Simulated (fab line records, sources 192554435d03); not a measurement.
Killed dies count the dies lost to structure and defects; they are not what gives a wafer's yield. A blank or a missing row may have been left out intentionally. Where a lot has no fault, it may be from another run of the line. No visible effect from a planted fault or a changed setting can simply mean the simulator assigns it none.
Matching of chambers + flow n5 finfet + N5_BEOL_M11_STRIP_67 on rie diel-04 has 4 sister chambers
The step strips in CF4. 4 wafers are shown with their chamber, then 10 later ones without.

## WAFERS PAIRED WITH THEIR CHAMBERS
| wafer  | chamber | showerhead plenum p Torr (Torr) |
|--------|---------|---------------------------------|
| L084.1 | 3       | 1.74                            |
| L085.6 | 0       | 1.70                            |
| L088.3 | 1       | 1.71                            |
| L088.5 | 2       | 1.77                            |

## WAFERS WHOSE CHAMBER IS MISSING
| wafer  | showerhead plenum p Torr (Torr) |
|--------|---------------------------------|
| L088.6 | 1.71                            |
| L095.1 | 1.90                            |
| L095.5 | 1.70                            |
| L095.6 | 1.90                            |
| L097.1 | 1.73                            |
| L097.2 | 1.90                            |
| L097.3 | 1.77                            |
| L097.4 | 1.77                            |
| L097.5 | 1.73                            |
| L097.6 | 1.90                            |

## THE CHAMBER EACH PASSED THROUGH
| wafer  | from the rows above               | in truth |
|--------|-----------------------------------|----------|
| L088.6 | can't be placed: 1 or 0 or 3 or 2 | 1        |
| L095.1 | can't be placed: 2 or 3 or 1 or 0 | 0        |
| L095.5 | can't be placed: 0 or 1 or 3 or 2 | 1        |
| L095.6 | can't be placed: 2 or 3 or 1 or 0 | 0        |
| L097.1 | can't be placed: 3 or 1 or 0 or 2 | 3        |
| L097.2 | can't be placed: 2 or 3 or 1 or 0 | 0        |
| L097.3 | can't be placed: 2 or 3 or 1 or 0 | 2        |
| L097.4 | can't be placed: 2 or 3 or 1 or 0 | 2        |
| L097.5 | can't be placed: 3 or 1 or 0 or 2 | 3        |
| L097.6 | can't be placed: 2 or 3 or 1 or 0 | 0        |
Placed correctly: 0 of 10. Unplaceable from these rows: 10, with the true chamber sitting among the candidates in 10. Number placed wrongly: 0.
How it was worked out, from the rows above alone: a wafer's distance from a chamber is the root of the sum, over the readings, of the square of ((its reading less the chamber's mean) divided by the reading's scatter). If the next closest chamber is less than 2 further off than the closest, the wafer can't be placed; otherwise it belongs to the closest. For every chamber, the mean is computed from those of its wafers that are shown. The scatter: root of mean squared gap, hidden wafer to nearest shown wafer, with one shown wafer a chamber.
